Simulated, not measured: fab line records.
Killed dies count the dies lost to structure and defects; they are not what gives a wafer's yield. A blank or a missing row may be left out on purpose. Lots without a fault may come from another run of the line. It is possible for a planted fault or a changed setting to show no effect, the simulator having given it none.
Chamber matching / flow nandHarc / aldHk-02 running NHARC_A_CHANNEL_FILL_D1_ALD_02: 4 sister chambers
The step deposits SiO2, target thk 6 nm, pulse time 10 s, ald cycles 60. 4 wafers are shown with their chamber, then 11 later ones without.

WAFERS, EACH WITH ITS CHAMBER
wafer=L088.1; chamber=1; heaterPowerW (W)=439
wafer=L090.1; chamber=0; heaterPowerW (W)=490
wafer=L090.4; chamber=3; heaterPowerW (W)=476
wafer=L094.3; chamber=2; heaterPowerW (W)=481

WAFERS MISSING THEIR CHAMBER
wafer=L094.4; heaterPowerW (W)=495
wafer=L094.6; heaterPowerW (W)=423
wafer=L095.1; heaterPowerW (W)=473
wafer=L095.2; heaterPowerW (W)=487
wafer=L095.6; heaterPowerW (W)=478
wafer=L096.2; heaterPowerW (W)=497
wafer=L096.4; heaterPowerW (W)=485
wafer=L096.5; heaterPowerW (W)=425
wafer=L097.1; heaterPowerW (W)=448
wafer=L097.3; heaterPowerW (W)=475
wafer=L097.6; heaterPowerW (W)=463

WHICH CHAMBER EACH ONE RAN IN
wafer=L094.4; from the rows above=can't be placed: 0 or 2 or 3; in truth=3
wafer=L094.6; from the rows above=1; in truth=1
wafer=L095.1; from the rows above=can't be placed: 3 or 2 or 0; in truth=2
wafer=L095.2; from the rows above=can't be placed: 0 or 2 or 3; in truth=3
wafer=L095.6; from the rows above=can't be placed: 3 or 2 or 0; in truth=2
wafer=L096.2; from the rows above=can't be placed: 0 or 2 or 3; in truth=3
wafer=L096.4; from the rows above=can't be placed: 2 or 0 or 3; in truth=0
wafer=L096.5; from the rows above=1; in truth=1
wafer=L097.1; from the rows above=1; in truth=1
wafer=L097.3; from the rows above=can't be placed: 3 or 2 or 0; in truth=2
wafer=L097.6; from the rows above=can't be placed: 3 or 2 or 1 or 0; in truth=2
Correctly placed: 3 of 11. Cannot be placed on the basis of these rows: 8; the candidates contain the true chamber in 8. 0 placed wrongly.
How it was worked out, from the rows above alone: a wafer's distance from a chamber is the root of the sum, over the readings, of the square of ((its reading less the chamber's mean) divided by the reading's scatter). The wafer belongs to the nearest chamber; if the next one is less than 2 further off, it can't be placed. For every chamber, the mean is computed from those of its wafers that are shown. The scatter: root of mean squared gap, hidden wafer to nearest shown wafer, with one shown wafer a chamber.
